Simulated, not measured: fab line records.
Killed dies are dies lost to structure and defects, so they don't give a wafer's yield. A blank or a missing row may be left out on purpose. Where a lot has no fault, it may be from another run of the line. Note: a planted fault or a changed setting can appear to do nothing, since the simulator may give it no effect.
Struck lot and sound lot, side by side :: flow nandHarc :: 22 out of 1302 route steps
Sound: these wafers, L892.2, L892.3, L892.5. The struck wafers were L902.1, L902.3, L902.5. The cause is named last.
Per side, at each step with rows, come the tool, then ch with its chambers, and then its first start. Under that, the readings that differ: sound wafers :: struck wafers :: difference of the means :: sigmas: that difference in standard deviations of wafers without a fault.
alike: words and numbers the same on both sides, and readings whose means are apart by under 2 such deviations; not compared: readings that were withheld, readings missing a value for some wafer, numbers with overlapping values and no deviation given by the record, and bounds like >300 which may hide the same value.
A row with sigmas, a row that says differs or no value, or rows on one side alone: a step with any of these is where the two part. Numbers that don't overlap but have no deviation are shown without sigmas and don't part them. Lack of a reading on every wafer of one side parts them only where that side has two or more wafers.

NHARC_A_BLC_CVD_24: deposits W, target thk 150 nm, time 434 s.
  sound: cvdW-02 ch 1; struck: cvdW-02 ch 0,1
  alike: heaterPowerW, mfcArSccm, throttleValvePct
  not compared: sinceWetCleanH
NHARC_A_BLC_CMP_25: polishes, t overpolish 30 s, target thk 150 nm.
  sound on cmp-04 ch 0,3, day 25 18:08; struck on cmp-02 ch 0,1,2, day 30 14:25
  alike: motorCurrentA, overpolishRunS, timeToEndpointS
next, for these wafers, 1 step has no rows: NHARC_A_BLC_SRD_27.
NHARC_A_BLC_INSPECT_28:
  struck on defectInspect-02, day 30 14:46; sound on defectInspect-02, day 25 18:32
  alike: rawDefectCount
then, 7 steps without rows for these wafers: NHARC_A_M0_DEP_00 (deposits SiOC, target thk 150 nm); NHARC_A_M0_DEHYDRATE_01 (time 120 s); NHARC_A_M0_HMDS_02 (time 30 s); NHARC_A_M0_COAT_33 (time 65 s); NHARC_A_M0_COAT_03 (resist thk 90 nm); NHARC_A_M0_SOFTBAKE_04 (time 55 s); NHARC_A_M0_EBR_05.
NHARC_A_M0_EXPOSE_06: exposes mask A M0, target cd 80 nm.
  sound on arfiScanner-01 ch 0, day 25 19:34; struck on arfiScanner-03 ch 0, day 30 15:25
reading: exposureDoseMJCm2
sound: 83.15 83.11 83.09
struck: 119.58 119.54 119.44
difference: +36.40
sigmas: +99 or more
  alike: mask
then, 2 steps without rows for these wafers: NHARC_A_M0_PEB_07 (peb time 65 s); NHARC_A_M0_DEVELOP_08 (develop time 35 s).
NHARC_A_M0_CD_MEAS_09: the cd target is 80 nm.
  sound on cdSem-02 ch 0, day 25 19:43; struck on cdSem-01 ch 0, day 30 15:33
reading: cdNm (nm)
sound: 79.6 79.6 79.4
struck: 103.3 104.3 103.7
difference: +24.2
sigmas: +40
NHARC_A_M0_OVL_MEAS_10: pitch 160 nm.
  struck on overlay-01, day 30 15:38; sound on overlay-02, day 25 19:47
  alike: overlayXNm, overlayYNm
NHARC_A_M0_INSPECT_11:
  struck on defectInspect-02, day 30 15:41; sound on defectInspect-02, day 25 19:50
  alike: rawDefectCount
NHARC_A_M0_DESCUM_14: chemistry O2, time 3 s.
  sound on rieDiel-08 ch 0,3, day 25 19:53; struck on rieDiel-08 ch 2,3, day 30 15:44
reading: model.A_M0.cdNm (nm)
sound: 80.08 79.08 79.85
struck: 103.9 104.4 104.3
difference: +24.5
sigmas: 
  alike: drypumpMotorCurrentA, mfcArSccm, oesProductAu, rfVppV, showerheadPlenumPTorr, throttleValvePct
  not compared: rfHoursCounterH
NHARC_A_M0_ETCH_34: etches the open film in N2/H2, target depth 40 nm, overetch 12 nm, time 43.94 s.
  sound on rieDiel-08 ch 0,1, day 25 20:00; struck on rieDiel-08 ch 0,2,3, day 30 15:50
  alike: biasW, drypumpMotorCurrentA, mfcArSccm, oesProductAu, rfVppV, showerheadPlenumPTorr, throttleValvePct
  not compared: rfHoursCounterH
NHARC_A_M0_ETCH_15: etches the open film in C4F8/Ar, target depth 150 nm, overetch 15 nm, time 82.5 s.
  sound: rieDiel-08 ch 0,3; struck: rieDiel-08 ch 0,2,3
reading: model.A_M0.cdNm (nm)
sound: 79.96 78.48 79.27
struck: 103.6 104.2 103.9
difference: +24.7
sigmas: 
  alike: biasW, oesProductAu, rfVppV
  not compared: rfHoursCounterH
NHARC_A_M0_CD_MEAS_16:
  struck on cdSem-01, day 30 16:02; sound on cdSem-03, day 25 20:14
reading: cdNm (nm)
sound: 79.9 78.8 79.3
struck: 103.6 104.4 104.0
difference: +24.7
sigmas: +33
NHARC_END_SORT_01:
  at this point the record logs the struck wafers (prober-02 ch 0, day 32 07:58) and has no rows for the sound ones

== WHERE THEY PART ==
Earliest at NHARC_A_M0_EXPOSE_06; latest, in this record, at NHARC_END_SORT_01.

WHY: the cause the simulator had injected
Drift in process parameters on arfiScanner-03 at NHARC_A_M0_EXPOSE_06, starting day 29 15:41. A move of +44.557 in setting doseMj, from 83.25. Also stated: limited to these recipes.
